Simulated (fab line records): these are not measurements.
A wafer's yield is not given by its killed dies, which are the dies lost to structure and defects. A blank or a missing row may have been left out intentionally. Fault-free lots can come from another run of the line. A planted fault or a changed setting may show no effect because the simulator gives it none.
Matching of chambers	flow nandHarc	4 sister chambers for NHARC_A_CONTACT_ETCH_92 on rieDiel-02
The step etches the open film in CH3F/O2, target depth 40 nm, time 85.7 s. 7 wafers are shown with their chamber, then 7 later ones without.

== WAFERS WITH THEIR CHAMBER ==
wafer	chamber	showerheadPlenumPTorr (Torr)	mfcArSccm (sccm)
L079.2	1	2.54	200.1
L082.5	2	2.49	200.3
L085.1	1	2.54	199.9
L085.3	0	2.65	199.6
L085.6	0	2.65	199.2
L089.3	2	2.48	200.4
L089.5	3	2.64	199.3

== WAFERS WITHOUT THEIR CHAMBER ==
wafer	showerheadPlenumPTorr (Torr)	mfcArSccm (sccm)
L089.6	2.64	199.6
L096.2	2.48	199.6
L096.3	2.63	199.7
L096.4	2.64	199.7
L096.1	2.53	199.9
L096.5	2.48	199.9
L096.6	2.63	199.3

== WHICH CHAMBER EACH ONE RAN IN ==
wafer	from the rows above	in truth
L089.6	can't be placed: 3 or 0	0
L096.2	2	2
L096.3	can't be placed: 3 or 0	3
L096.4	can't be placed: 3 or 0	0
L096.1	1	1
L096.5	2	2
L096.6	3	3
4 of 7 placed correctly. Can't be placed from these rows: 3 (the true chamber is among the candidates in 3). Wrongly placed: 0.
How it was worked out, from the rows above alone: a wafer's distance from a chamber is the root of the sum, over the readings, of the square of ((its reading less the chamber's mean) divided by the reading's scatter). The wafer belongs to the nearest chamber; if the next one is less than 2 further off, it can't be placed. Each chamber's mean is taken over the wafers shown for it. How the scatter is found: for the shown wafers, subtract from each reading the mean of its chamber, square and add these, divide the total by (wafers less chambers), then take the root.
